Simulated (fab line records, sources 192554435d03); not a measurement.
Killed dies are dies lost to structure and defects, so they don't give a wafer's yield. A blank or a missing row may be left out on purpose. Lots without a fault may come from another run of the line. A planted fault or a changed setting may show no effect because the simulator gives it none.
Chamber matching | flow n5_finfet | N5_BEOL_M7_PECVD_70 on pecvd-04: 3 sister chambers
The step deposits SiO2 from TEOS/O2, target thk 20 nm, time 22.7 s. 6 wafers are shown with their chamber, then 8 later ones without.

WAFERS WITH THEIR CHAMBER
wafer  | chamber | throttle_valve_pct (%) | showerhead_plenum_p_Torr (Torr)
L083.6 | 2       | 21.0                   | 8.82
L087.6 | 0       | 20.6                   | 8.76
L088.1 | 0       | 20.8                   | 8.77
L088.3 | 2       | 21.1                   | 8.85
L088.6 | 1       | 22.8                   | 8.68
L090.2 | 1       | 22.5                   | 8.70

WAFERS WITHOUT THEIR CHAMBER
wafer  | throttle_valve_pct (%) | showerhead_plenum_p_Torr (Torr)
L090.5 | 21.4                   | 8.82
L090.6 | 22.9                   | 8.70
L092.2 | 20.9                   | 8.77
L092.3 | 22.8                   | 8.69
L092.5 | 22.5                   | 8.71
L095.3 | 22.7                   | 8.69
L095.4 | 20.9                   | 8.80
L095.5 | 21.4                   | 8.84

WHICH CHAMBER EACH WENT THROUGH
wafer  | from the rows above     | in truth
L090.5 | 2                       | 2
L090.6 | 1                       | 1
L092.2 | 0                       | 0
L092.3 | 1                       | 1
L092.5 | 1                       | 1
L095.3 | 1                       | 1
L095.4 | can't be placed: 2 or 0 | 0
L095.5 | 2                       | 2
Placed correctly: 7 of 8. Can't be placed from these rows: 1 (the true chamber is among the candidates in 1). Placed wrongly: 0.
How it was worked out, from the rows above alone: a wafer's distance from a chamber is the root of the sum, over the readings, of the square of ((its reading less the chamber's mean) divided by the reading's scatter). The wafer belongs to the nearest chamber; if the next one is less than 2 further off, it can't be placed. A chamber's mean is the mean of its shown wafers. The scatter: the root of (the sum of the squares of (reading less its chamber's mean) over the shown wafers, divided by (wafers less chambers)).
